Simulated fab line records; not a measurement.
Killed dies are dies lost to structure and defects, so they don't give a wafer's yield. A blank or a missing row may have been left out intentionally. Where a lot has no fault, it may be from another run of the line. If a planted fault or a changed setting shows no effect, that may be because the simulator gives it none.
Chamber matching    flow n5 finfet    rie diel-04 running N5_BEOL_M11_DESCUM_16: 4 sister chambers
The step chemistry O2, time 7.9 s. 4 wafers are shown with their chamber, then 7 later ones without.

== EACH WAFER AND ITS CHAMBER ==
wafer   chamber  showerhead plenum p Torr (Torr)
L087.1  1        2.05
L087.3  2        2.25
L086.2  0        2.08
L086.3  3        2.05

== WAFERS WHOSE CHAMBER IS MISSING ==
wafer   showerhead plenum p Torr (Torr)
L086.4  2.25
L092.1  2.24
L092.2  2.04
L092.3  2.07
L097.2  2.04
L097.3  2.24
L097.5  2.05

== EACH ONE'S CHAMBER ==
wafer   from the rows above           in truth
L086.4  2                             2
L092.1  2                             2
L092.2  can't be placed: 1 or 3       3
L092.3  can't be placed: 0 or 1 or 3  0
L097.2  can't be placed: 1 or 3       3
L097.3  2                             2
L097.5  can't be placed: 1 or 3       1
Correct placement for 3 of the 7. These rows do not allow placing 4 (true chamber among the candidates in 4). 0 placed wrongly.
How it was worked out, from the rows above alone: a wafer's distance from a chamber is the root of the sum, over the readings, of the square of ((its reading less the chamber's mean) divided by the reading's scatter). The wafer belongs to the nearest chamber; if the next one is less than 2 further off, it can't be placed. The mean given for a chamber averages the wafers shown for that chamber. The scatter: with one shown wafer a chamber, the root of the mean of the squares of how far each hidden wafer lies from its nearest shown one.
